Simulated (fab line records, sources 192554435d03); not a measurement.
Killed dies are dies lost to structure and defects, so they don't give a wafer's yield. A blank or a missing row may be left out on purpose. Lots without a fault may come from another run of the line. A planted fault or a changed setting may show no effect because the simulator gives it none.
Chamber matching | flow n5_finfet | N5_BEOL_M6_ILD_DEP_00 on pecvd-04: 3 sister chambers
The step deposits SiCOH lowk from DEMS/porogen, target thk 179.75 nm, time 33.4 s. 22 wafers are shown with their chamber, then 11 later ones without.

WAFERS WITH THEIR CHAMBER
wafer  | chamber | throttle_valve_pct (%) | showerhead_vpp_V (V) | heater_power_w (W)
L081.2 | 0       | 14.9                   | 1392                 | 355
L081.3 | 0       | 15.0                   | 1413                 | 357
L081.5 | 0       | 14.8                   | 1384                 | 359
L083.3 | 0       | 14.8                   | 1405                 | 341
L083.4 | 2       | 13.3                   | 1335                 | 274
L083.5 | 1       | 15.2                   | 1320                 | 265
L084.1 | 0       | 14.7                   | 1377                 | 356
L084.4 | 1       | 15.3                   | 1325                 | 255
L084.6 | 0       | 14.8                   | 1382                 | 355
L086.1 | 1       | 15.1                   | 1284                 | 240
L086.2 | 0       | 14.8                   | 1408                 | 295
L086.3 | 2       | 13.2                   | 1333                 | 260
L087.1 | 2       | 13.1                   | 1332                 | 283
L087.2 | 0       | 15.0                   | 1398                 | 306
L087.4 | 1       | 15.1                   | 1269                 | 211
L090.1 | 1       | 15.0                   | 1321                 | 242
L090.2 | 0       | 15.2                   | 1386                 | 348
L090.6 | 2       | 13.2                   | 1328                 | 244
L091.2 | 2       | 13.1                   | 1346                 | 224
L091.3 | 0       | 15.3                   | 1396                 | 337
L091.4 | 1       | 14.9                   | 1319                 | 235
L089.2 | 1       | 15.3                   | 1332                 | 256

SIGNATURES (means of the wafers above)
reading            | chamber 0 | chamber 1 | chamber 2 | scatter within a chamber
throttle_valve_pct | 14.930    | 15.129    | 13.180    | 0.163
showerhead_vpp_V   | 1394.10   | 1310.00   | 1334.80   | 16
heater_power_w     | 340.90    | 243.43    | 257.00    | 21.4
Rule: a wafer's distance from a chamber is the root of the sum, over the readings, of the square of ((its reading less the chamber's mean) divided by the reading's scatter). The wafer belongs to the nearest chamber; if the next one is less than 2 further off, it can't be placed. The scatter: the root of (the sum of the squares of (reading less its chamber's mean) over the shown wafers, divided by (wafers less chambers)).

WAFERS WITHOUT THEIR CHAMBER
wafer  | throttle_valve_pct (%) | showerhead_vpp_V (V) | heater_power_w (W)
L089.3 | 13.2                   | 1350                 | 275
L089.6 | 15.0                   | 1403                 | 334
L092.2 | 15.2                   | 1300                 | 271
L092.4 | 14.9                   | 1379                 | 354
L092.6 | 15.3                   | 1306                 | 268
L096.1 | 15.0                   | 1325                 | 263
L096.3 | 13.4                   | 1336                 | 266
L096.5 | 15.1                   | 1405                 | 354
L095.1 | 13.2                   | 1322                 | 283
L095.2 | 15.4                   | 1339                 | 258
L095.4 | 14.7                   | 1380                 | 284

WHICH CHAMBER EACH WENT THROUGH
wafer  | from the rows above | in truth
L089.3 | 2                   | 2
L089.6 | 0                   | 0
L092.2 | 1                   | 1
L092.4 | 0                   | 0
L092.6 | 1                   | 1
L096.1 | 1                   | 1
L096.3 | 2                   | 2
L096.5 | 0                   | 0
L095.1 | 2                   | 2
L095.2 | 1                   | 1
L095.4 | 0                   | 0
Placed correctly: 11 of 11. Can't be placed from these rows: 0. Placed wrongly: 0.
